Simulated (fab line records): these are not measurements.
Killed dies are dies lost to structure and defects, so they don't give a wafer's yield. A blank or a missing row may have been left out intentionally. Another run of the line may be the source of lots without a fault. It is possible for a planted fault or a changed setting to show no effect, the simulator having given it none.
Matching of chambers    flow nand-harc    rie-diel-05 running NHARC_A_CHANNEL_FILL_D1_STRIP_28: 4 sister chambers
The step strips in O2, time 20 s. 4 wafers are shown with their chamber, then 8 later ones without.

WAFERS PAIRED WITH THEIR CHAMBERS
wafer   chamber  drypump-motor-current-A (A)
L085.2  3        6.0
L085.3  1        6.0
L085.4  2        5.3
L086.1  0        5.6

WAFERS MISSING THEIR CHAMBER
wafer   drypump-motor-current-A (A)
L086.3  6.0
L086.4  6.0
L090.2  6.0
L090.5  5.6
L090.6  6.1
L093.2  5.5
L093.3  5.3
L093.5  5.3

WHICH CHAMBER EACH ONE RAN IN
wafer   from the rows above      in truth
L086.3  can't be placed: 1 or 3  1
L086.4  can't be placed: 1 or 3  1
L090.2  can't be placed: 1 or 3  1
L090.5  0                        0
L090.6  can't be placed: 1 or 3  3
L093.2  0                        0
L093.3  2                        2
L093.5  2                        2
Correct placement for 4 of the 8. Can't be placed from these rows: 4 (the true chamber is among the candidates in 4). 0 placed wrongly.
How it was worked out, from the rows above alone: a wafer's distance from a chamber is the root of the sum, over the readings, of the square of ((its reading less the chamber's mean) divided by the reading's scatter). The wafer belongs to the nearest chamber; if the next one is less than 2 further off, it can't be placed. For every chamber, the mean is computed from those of its wafers that are shown. The scatter: root of mean squared gap, hidden wafer to nearest shown wafer, with one shown wafer a chamber.
